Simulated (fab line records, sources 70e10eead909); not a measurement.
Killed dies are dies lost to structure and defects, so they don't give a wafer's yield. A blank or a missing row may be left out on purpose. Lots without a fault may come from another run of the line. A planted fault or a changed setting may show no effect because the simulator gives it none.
Problem report in the 8D (eight disciplines) form, filled by code | flow nand_harc | the parts of the form that need people (team, actions taken, sign-off) are left out

1. THE PROBLEM
beam_energy_keV at NHARC_P_GATE_IMPLANT_94 reads a mean of 58.575 on 6 wafers of 2 lots; wafers without a fault read 59.999 with a standard deviation of 0.017. That is -84 standard deviations from the usual mean.
First seen on wafer L519.1, day 9 21:11, on implanter-02. The record holds 18 wafers of 6 lots with a number at this step. Rule for "out", or "out of limits": more than 4 standard deviations from the usual mean. The other wafers with a number count as sound.

2. WHAT IT IS AND WHAT IT IS NOT
question                    | is                     | is not
which readings at this step | beam_energy_keV        | -
which lots                  | L519, L520             | L516, L521, L529, L531
which wafers of those lots  | all that have a number | -
read on which tools         | implanter-02           | implanter-01
when                        | from day 9 21:11       | up to then (3 sound wafers); but 9 sound wafers of L521, L529, L531 came after

3. SUSPECTS, AND WHAT RULES EACH OUT
Counting: a tool at a process step up to the reading stays a suspect if it ran every lot that is out and no sound lot after the first of them.
- rie_diel-12 at NHARC_P_GATE_DESCUM_93 (chemistry O2, time 3 s): ruled out as a lasting fault. Sound lots L531 ran on it after its first lot that is out, L519 (day 9 21:03).
- implanter-02 at NHARC_P_GATE_IMPLANT_94: ruled out as a lasting fault. Sound lots L529, L531 ran on it after its first lot that is out, L519 (day 9 21:11).
Left after counting: nothing in the record.

4. THE CAUSE (what the simulator had put in)
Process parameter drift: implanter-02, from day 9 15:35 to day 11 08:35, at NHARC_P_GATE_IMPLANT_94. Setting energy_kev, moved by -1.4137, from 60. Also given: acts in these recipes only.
Counting ruled it out, wrongly.

5. THE CHAIN OF EFFECTS, in route order
Each row: a reading whose mean over the struck wafers that have a number lies more than 3 standard deviations from the usual. Only readings for which the record gives a usual standard deviation are gone through. hours: the time from each lot's start at the first step in this table that gives one to its start at this step, as a median over the lots. sigmas: the change in usual standard deviations.
hours | step                    | reading         | usual  | on struck wafers | change | sigmas
0     | NHARC_P_GATE_IMPLANT_94 | beam_energy_keV | 59.999 | 58.575           | -1.424 | -84
The process steps in it:
- NHARC_P_GATE_IMPLANT_94
Later measuring or inspecting steps at which every struck wafer that the step has a row for has a number for every such reading, and none has moved that far: NHARC_END_SORT_01.

6. WHAT WOULD HAVE CAUGHT IT SOONER
In this record the first reading out of limits was taken at day 9 21:11, 6 hours after the fault began at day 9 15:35.
